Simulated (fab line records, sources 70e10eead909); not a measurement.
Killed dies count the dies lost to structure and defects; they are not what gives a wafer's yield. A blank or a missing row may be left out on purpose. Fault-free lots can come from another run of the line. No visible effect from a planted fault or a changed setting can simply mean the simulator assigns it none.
Chamber matching    flow nand-harc    NHARC_P_M2_CMP_23 on cmp-03: 4 sister chambers
The step polishes, t overpolish 20 s, target thk 144.3 nm. 14 wafers are shown with their chamber, then 6 later ones without.

== EACH WAFER AND ITS CHAMBER ==
wafer   chamber  motor-current-A (A)  time-to-endpoint-s (s)
L173.1  1        11.4                 32.7
L173.5  3        11.0                 28.8
L173.6  0        11.9                 27.3
L176.2  3        11.3                 35.4
L176.4  0        12.4                 32.6
L177.1  3        11.1                 32.3
L177.5  1        11.0                 33.1
L177.6  2        10.8                 20.6
L179.1  0        12.2                 27.5
L179.2  3        11.3                 29.5
L179.6  1        11.4                 30.6
L184.2  0        12.3                 27.1
L184.3  2        10.8                 28.4
L184.4  1        11.6                 29.7

SIGNATURES, as means of the wafers listed above
reading             chamber 0  chamber 1  chamber 2  chamber 3  scatter within a chamber
motor-current-A     12.200     11.350     10.800     11.175     0.199
time-to-endpoint-s  28.625     31.525     24.500     31.500     2.95
Rule: a wafer's distance from a chamber is the root of the sum, over the readings, of the square of ((its reading less the chamber's mean) divided by the reading's scatter). The wafer belongs to the nearest chamber; if the next one is less than 2 further off, it can't be placed. The scatter: the root of (the sum of the squares of (reading less its chamber's mean) over the shown wafers, divided by (wafers less chambers)).

== WAFERS WITHOUT THEIR CHAMBER ==
wafer   motor-current-A (A)  time-to-endpoint-s (s)
L185.1  11.5                 33.6
L185.2  11.1                 30.4
L185.3  12.3                 30.9
L186.1  10.7                 29.0
L186.2  11.2                 27.2
L186.5  10.4                 31.9

== THE CHAMBER EACH PASSED THROUGH ==
wafer   from the rows above           in truth
L185.1  can't be placed: 1 or 3       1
L185.2  can't be placed: 3 or 1 or 2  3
L185.3  0                             0
L186.1  can't be placed: 2 or 3 or 1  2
L186.2  can't be placed: 3 or 1 or 2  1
L186.5  can't be placed: 2 or 3 or 1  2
Placed correctly: 1 of 6. Unplaceable from these rows: 5, with the true chamber sitting among the candidates in 5. Number placed wrongly: 0.
